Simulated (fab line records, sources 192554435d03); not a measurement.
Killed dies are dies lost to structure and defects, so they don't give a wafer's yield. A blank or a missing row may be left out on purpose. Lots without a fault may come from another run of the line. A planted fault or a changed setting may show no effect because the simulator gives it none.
Which tool did it? | flow n5_finfet | 14 lots, 42 wafers sampled, at 3 steps of a route of 1938

WHAT THE GAUGES READ, wafer by wafer
N5_PASSIVATION_CD_MEAS_30: target cd 4000 nm. Usual: cd_nm 4000.2 nm, standard deviation 1.9.
lot  | measured     | on        | cd_nm (nm)           | flag
L776 | day 13 15:40 | cd_sem-01 | 4001.0 3998.6 3996.8 |
L777 | day 13 12:39 | cd_sem-03 | 4000.7 4000.8 4001.6 |
L778 | day 14 03:44 | cd_sem-02 | 4000.6 4001.0 3997.7 |
L779 | day 13 23:29 | cd_sem-02 | 3999.3 4002.5 3997.2 |
L780 | day 13 23:02 | cd_sem-01 | 4001.2 4003.9 4001.2 |
L784 | day 15 07:47 | cd_sem-01 | 3996.8 3999.7 3995.9 |
L785 | day 15 02:09 | cd_sem-03 | 3999.0 3996.6 3999.0 |
L786 | day 17 01:07 | cd_sem-02 | 3997.9 4000.1 4000.7 |
L787 | day 16 07:15 | cd_sem-03 | 4005.3 4002.1 4002.8 |
L789 | day 16 13:19 | cd_sem-03 | 4001.0 3999.3 4000.7 |
L792 | day 17 10:34 | cd_sem-02 | 4001.3 4001.9 4001.4 |
L796 | day 17 21:47 | cd_sem-02 | 4003.7 4002.9 4003.9 |
L797 | day 18 06:22 | cd_sem-02 | 4002.9 4002.5 3997.8 |
L798 | day 19 00:08 | cd_sem-01 | 3998.5 4000.9 3997.3 |

N5_PASSIVATION_OVL_MEAS_63. Usual: PAD_OVL -2 nm, standard deviation 5.4.
lot  | measured     | on         | PAD_OVL (nm) | flag
L776 | day 13 15:41 | overlay-02 | -3 -1 0      |
L777 | day 13 12:41 | overlay-01 | -7 -13 -4    |
L778 | day 14 03:46 | overlay-02 | -1 -3 -4     |
L779 | day 13 23:31 | overlay-01 | -4 -3 -3     |
L780 | day 13 23:04 | overlay-02 | 4 7 6        |
L784 | day 15 07:49 | overlay-01 | -4 -1 -9     |
L785 | day 15 02:11 | overlay-02 | -8 -5 -4     |
L786 | day 17 01:09 | overlay-01 | -9 -14 -9    |
L787 | day 16 07:16 | overlay-01 | -6 -1 -6     |
L789 | day 16 13:21 | overlay-02 | 5 -4 -3      |
L792 | day 17 10:36 | overlay-01 | 4 4 10       |
L796 | day 17 21:49 | overlay-01 | 0 -8 1       |
L797 | day 18 06:23 | overlay-01 | 0 4 1        |
L798 | day 19 00:10 | overlay-01 | -4 -4 -1     |

WHICH TOOL RAN EACH LOT (tool, then ch and the chambers of the sampled wafers, then the start)
lot  | N5_PMOS_HMC_CHANNEL_EPI_HM_STRIP_35
L776 | wet_bench-03 ch 1,3,6, day 2 01:35
L777 | wet_bench-06 ch 2,3,5, day 2 07:36
L778 | wet_bench-03 ch 0,3,6, day 2 13:20
L779 | wet_bench-06 ch 2,5,6, day 2 19:55
L780 | wet_bench-06 ch 4,5,7, day 3 01:05
L784 | wet_bench-05 ch 0,3,6, day 4 02:07
L785 | wet_bench-06 ch 0,2,3, day 4 07:52
L786 | wet_bench-06 ch 3,4,7, day 4 13:39
L787 | wet_bench-05 ch 5,6,7, day 4 20:26
L789 | wet_bench-05 ch 1,2,3, day 5 08:20
L792 | wet_bench-03 ch 2,5,6, day 6 02:01
L796 | wet_bench-05 ch 3,4,5, day 7 01:38
L797 | wet_bench-05 ch 0,2,3, day 7 07:28
L798 | wet_bench-05 ch 3,4,7, day 7 13:26
- N5_PMOS_HMC_CHANNEL_EPI_HM_STRIP_35: strips SiO2 in dHF, material SiO2, target depth 39.6 nm, time 216 s.

WHAT THE TOOLS THEMSELVES READ (means of the sampled wafers that have a number; where no wafer has one, the mark that the record gives instead)
The record holds no such reading with a usual standard deviation.

THE ANSWER, worked out from the rows above alone
Rule: a lot is off if the mean of its wafers that have a number lies more than 3 standard deviations from the usual mean. A lot without any number at a reading at which 4 lots or more have one is off too. The other lots that the step has rows for count as sound. The gauges are gone through in route order, then the tools' own readings, and for those a lot's mean is taken as printed above. The first step at which some lot is off is used, and at that step the reading that is off furthest; a lot without a number counts as furthest.
No lot is off at any reading shown: from this, nothing can be told.

WHAT THE SIMULATOR HAD PUT IN
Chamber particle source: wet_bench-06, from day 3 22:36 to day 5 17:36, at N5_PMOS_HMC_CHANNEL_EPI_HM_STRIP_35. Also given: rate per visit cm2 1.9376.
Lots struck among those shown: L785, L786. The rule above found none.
